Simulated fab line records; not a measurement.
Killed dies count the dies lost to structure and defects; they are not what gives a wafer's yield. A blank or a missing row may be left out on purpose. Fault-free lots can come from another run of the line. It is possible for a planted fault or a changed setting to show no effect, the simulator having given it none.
Code-filled problem report in 8D (eight disciplines) form    flow nandHarc    the parts of the form that need people (team, actions taken, sign-off) are left out

1. PROBLEM STATEMENT
Mean of cdNm at NHARC_P_GATE_CD_MEAS_46: 690.3 nm across 6 wafers in 2 lots; on wafers with no fault it is 719.6 nm (standard deviation 1.1). That is -27 standard deviations from the usual mean.
The step: target cd 720 nm.
Seen first at day 13 11:23 on cdSem-03, wafer L724.1. The record has a number at this step for 36 wafers belonging to 12 lots. Rule for "out", or "out of limits": more than 4 standard deviations from the usual mean. The other wafers with a number count as sound.

2. WHAT IT IS; WHAT IT IS NOT
question                     is                      is not
which readings at this step  cdNm                    -
which lots                   L724, L726              L705, L706, L707, L710, L712, L715, L716, L717, L718, L728
which wafers of those lots   all that have a number  -
read on which gauges         cdSem-01, cdSem-03      cdSem-02
when                         from day 13 11:23       up to then (27 sound wafers); but 3 sound wafers of L728 came after

3. THE SUSPECTS, EACH WITH WHAT RULES IT OUT
Counting: a tool at a process step up to the reading stays a suspect if it ran every lot that is out and no sound lot after the first of them.
- ruled out: the gauge at NHARC_P_GATE_CD_MEAS_46. The wafers that are out were read on 2 gauges (cdSem-01, cdSem-03).
- krfScanner-03 at NHARC_P_GATE_EXPOSE_43 (exposes mask P NSD, target cd 720 nm): kept. It processed each lot that is out, first L724 at day 13 11:13, and no sound lot thereafter; up to then, the last sound lot it processed was L716 at day 10 00:19. On those wafers its own readings are out: exposureDoseMJCm2.
After counting, what remains is krfScanner-03 at NHARC_P_GATE_EXPOSE_43.

4. THE CAUSE (what the simulator had put in)
Process parameters drifting: krfScanner-03 at NHARC_P_GATE_EXPOSE_43, beginning at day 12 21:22. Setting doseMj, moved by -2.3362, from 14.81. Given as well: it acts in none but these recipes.
The count eliminated every tool but this one.

5. THE CHAIN OF EFFECTS, in route order
One row per reading whose mean, taken over the struck wafers that have a number, lies over 3 standard deviations from the usual. Only readings for which the record gives a usual standard deviation are gone through. hours: the time from each lot's start at the first step in this table that gives one to its start at this step, as a median over the lots. sigmas: the change in usual standard deviations.
hours  step                     reading            usual     on struck wafers  change  sigmas
0      NHARC_P_GATE_EXPOSE_43   exposureDoseMJCm2  14.816    12.490            -2.326  -99 or more
0      NHARC_P_GATE_CD_MEAS_46  cdNm               719.6 nm  690.3             -29.3   -27
Process steps it contains:
- NHARC_P_GATE_EXPOSE_43: exposes mask P NSD, target cd 720 nm.

6. WHAT WOULD HAVE CAUGHT IT SOONER
14 hours passed between the start of the fault at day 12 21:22 and the first reading out of limits at a measuring or inspecting step in this record, taken at day 13 11:23.
The tool's own readings at NHARC_P_GATE_EXPOSE_43 were out on every struck wafer that the step has a row for (exposureDoseMJCm2): an alarm limit on them would have fired on the first of those.
Of the lots that are out (2), L726 began NHARC_P_GATE_EXPOSE_43 on krfScanner-03 after day 13 11:23. It would have been spared by a hold on the tool at that moment.
